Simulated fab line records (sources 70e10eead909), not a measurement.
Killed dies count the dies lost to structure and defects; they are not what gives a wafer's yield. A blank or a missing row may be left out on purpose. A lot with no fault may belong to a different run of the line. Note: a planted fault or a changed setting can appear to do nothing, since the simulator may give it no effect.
Which tool is to blame?    flow nand harc    12 lots with 36 wafers sampled at 6 steps, on a route of 1302 steps

WHAT THE GAUGES READ, wafer by wafer
NHARC_P_ZERO_WELL_CD_MEAS_24: target cd 720 nm. Usual: cd nm at 719.6 nm, with a standard deviation of 2.5.
lot   measured      on         cd nm (nm)         flag
L386  day 2 08:35   cd sem-03  720.4 718.4 719.7  
L388  day 3 04:45   cd sem-02  719.3 719.8 721.8  
L391  day 4 10:29   cd sem-01  718.4 714.1 719.7  
L392  day 4 20:49   cd sem-03  715.7 715.4 719.0  
L393  day 5 06:41   cd sem-03  718.3 720.9 718.6  
L399  day 7 18:46   cd sem-02  720.0 720.7 720.2  
L403  day 9 10:35   cd sem-02  723.5 720.4 721.6  
L404  day 9 20:21   cd sem-02  723.4 725.4 717.8  
L405  day 10 06:39  cd sem-02  720.6 717.9 717.0  
L406  day 10 17:17  cd sem-02  718.6 720.5 722.7  
L407  day 11 02:22  cd sem-02  721.4 720.2 726.3  
L408  day 11 12:37  cd sem-03  715.2 716.2 719.8  

NHARC_P_ZERO_WELL_CD_MEAS_37: target cd 720 nm. Usual: cd nm at 720.0 nm, with a standard deviation of 1.8.
lot   measured      on         cd nm (nm)         flag
L386  day 2 10:13   cd sem-03  723.1 718.2 722.9  
L388  day 3 06:17   cd sem-02  723.0 719.4 720.4  
L391  day 4 12:07   cd sem-02  719.9 718.3 720.2  
L392  day 4 22:31   cd sem-01  722.0 721.2 719.1  
L393  day 5 08:20   cd sem-02  - - -              OFF
L399  day 7 20:25   cd sem-02  720.9 721.0 724.5  
L403  day 9 12:13   cd sem-02  719.5 722.2 719.0  
L404  day 9 21:52   cd sem-01  719.1 719.7 721.1  
L405  day 10 08:10  cd sem-02  719.5 718.4 722.8  
L406  day 10 18:58  cd sem-03  717.7 717.2 718.4  
L407  day 11 04:01  cd sem-02  718.1 721.8 719.8  
L408  day 11 14:07  cd sem-02  722.1 720.6 720.9  

NHARC_P_STI_INSPECT_11. Usual: raw defect count at 5.5, with a standard deviation of 2.8.
lot   measured      on                 raw defect count  flag
L386  day 3 05:45   defect inspect-02  5 7 4             
L388  day 4 00:11   defect inspect-01  4 5 9             
L391  day 5 07:14   defect inspect-02  11 6 15           
L392  day 5 19:15   defect inspect-01  6 3 3             
L399  day 8 16:04   defect inspect-01  5 6 3             
L403  day 10 08:34  defect inspect-02  7 3 5             
L404  day 10 16:14  defect inspect-01  4 5 8             
L405  day 11 05:55  defect inspect-01  2 2 5             
L406  day 11 14:49  defect inspect-01  2 8 3             
L407  day 12 02:20  defect inspect-01  6 6 5             
L408  day 12 12:23  defect inspect-02  4 8 5             

NHARC_END_SORT_01. Usual: killed at array 52, standard deviation 17; killed at other 1.2, standard deviation 1.4; killed at periphery 4.7, standard deviation 2.9; killed dies 58, standard deviation 17; killed open 3.2, standard deviation 1.9; killed short 2.4, standard deviation 1.4.
lot   measured      on         killed at array  killed at other  killed at periphery  killed dies  killed open  killed short  flag
L393  day 27 19:38  prober-02  69 81 63         0 0 0            608 596 614          677 677 677  2 8 1        1 3 2         OFF

EACH LOT AND THE TOOL THAT RAN IT (in order: tool; ch and the chambers of the sampled wafers; start)
lot   NHARC_P_ZERO_WELL_ETCH_65           NHARC_P_ZERO_WELL_EXPOSE_34
L386  rie diel-04 ch 1,3, day 2 07:29     krf scanner-02 ch 0, day 2 10:04
L388  rie diel-04 ch 2,3, day 3 03:37     krf scanner-01 ch 0, day 3 06:08
L391  rie diel-05 ch 1,3, day 4 09:23     krf scanner-02 ch 0, day 4 11:58
L392  rie diel-10 ch 0,1, day 4 19:43     krf scanner-04 ch 0, day 4 22:21
L393  rie diel-04 ch 2,3, day 5 05:35     krf scanner-02 ch 0, day 5 08:11
L399  rie diel-10 ch 0,1,2, day 7 17:41   krf scanner-01 ch 0, day 7 20:16
L403  rie diel-05 ch 1,2,3, day 9 09:29   krf scanner-02 ch 0, day 9 12:04
L404  rie diel-05 ch 1,2,3, day 9 19:22   krf scanner-02 ch 0, day 9 21:42
L405  rie diel-04 ch 2,3, day 10 05:32    krf scanner-02 ch 0, day 10 08:01
L406  rie diel-10 ch 1,3, day 10 16:05    krf scanner-01 ch 0, day 10 18:48
L407  rie diel-05 ch 1,2, day 11 01:23    krf scanner-04 ch 0, day 11 03:52
L408  rie diel-04 ch 0,1,2, day 11 11:29  krf scanner-04 ch 0, day 11 13:58
- NHARC_P_ZERO_WELL_ETCH_65: etches the open film in N2/H2, target depth 80 nm, overetch 24 nm, time 87.88 s.
- NHARC_P_ZERO_WELL_EXPOSE_34: exposes mask P PWELL, target cd 720 nm.

WHAT THE TOOLS THEMSELVES READ (means of the sampled wafers that have a number; where no wafer has one, the mark that the record gives instead)
NHARC_P_ZERO_WELL_ETCH_65. Usual: drypump motor current A 5.7 A, standard deviation 0.46; mfc ar sccm 0.010 sccm, standard deviation 0.012; oes product au 1.000 a.u., standard deviation 0.011; rf vpp V 429.9 V, standard deviation 2.7; showerhead plenum p Torr 2.02 Torr, standard deviation 0.092; throttle valve pct 14.171 %, standard deviation 0.0089.
lot   tool         drypump motor current A (A)  mfc ar sccm (sccm)  oes product au (a.u.)  rf vpp V (V)  showerhead plenum p Torr (Torr)  throttle valve pct (%)  flag
L386  rie diel-04  6.6                          0.004               1.010                  433.0         2.13                             14.172                  
L388  rie diel-04  6.3                          0.014               1.011                  431.4         2.07                             14.175                  
L391  rie diel-05  5.5                          0.000               0.994                  427.3         1.93                             14.178                  
L392  rie diel-10  5.5                          0.000               1.002                  431.3         2.08                             14.163                  
L393  rie diel-04  6.0                          0.017               0.998                  429.8         2.00                             14.172                  
L399  rie diel-10  5.6                          0.000               0.996                  429.1         1.99                             14.168                  
L403  rie diel-05  5.4                          0.008               1.001                  428.2         1.97                             14.169                  
L404  rie diel-05  5.4                          0.008               0.999                  427.9         1.97                             14.171                  
L405  rie diel-04  6.3                          0.014               1.004                  430.0         2.06                             14.170                  
L406  rie diel-10  5.5                          0.011               1.012                  433.3         2.10                             14.173                  
L407  rie diel-05  5.2                          0.008               0.998                  430.5         2.01                             14.177                  
L408  rie diel-04  5.8                          0.015               0.999                  428.8         1.98                             14.165                  

NHARC_P_ZERO_WELL_EXPOSE_34. Usual: focus offset nm at -0.1 nm, with a standard deviation of 0.51.
lot   tool            focus offset nm (nm)  flag
L386  krf scanner-02  0.5                   
L388  krf scanner-01  -0.4                  
L391  krf scanner-02  -0.1                  
L392  krf scanner-04  -0.5                  
L393  krf scanner-02  -0.0                  
L399  krf scanner-01  0.2                   
L403  krf scanner-02  -0.3                  
L404  krf scanner-02  -0.2                  
L405  krf scanner-02  -0.2                  
L406  krf scanner-01  0.1                   
L407  krf scanner-04  -0.2                  
L408  krf scanner-04  -0.7                  

THE ANSWER, worked out from the rows above alone
Rule: take the mean of a lot's wafers that have a number; if it is more than 3 standard deviations from the usual mean, the lot is off. Also off: a lot with no number at a reading for which 4 or more lots have one. Any other lot the step has rows for is counted as sound. The gauges are gone through in route order, then the tools' own readings, and for those a lot's mean is taken as printed above. At the first step where some lot is off, the reading lying furthest off is the one used; lots without a number count as furthest.
Off: L393 (NHARC_P_ZERO_WELL_CD_MEAS_37, cd nm). Without a number there: L393.
If a tool, at a process step before that reading, ran all the lots that are off and no sound lot after the first of them, it fits. Not tried: the gauges at NHARC_P_ZERO_WELL_CD_MEAS_37; whatever is off there is also off at NHARC_END_SORT_01, on other tools, and gauge error can't account for it. No candidate that was tried fits.

WHAT THE SIMULATOR HAD INSERTED
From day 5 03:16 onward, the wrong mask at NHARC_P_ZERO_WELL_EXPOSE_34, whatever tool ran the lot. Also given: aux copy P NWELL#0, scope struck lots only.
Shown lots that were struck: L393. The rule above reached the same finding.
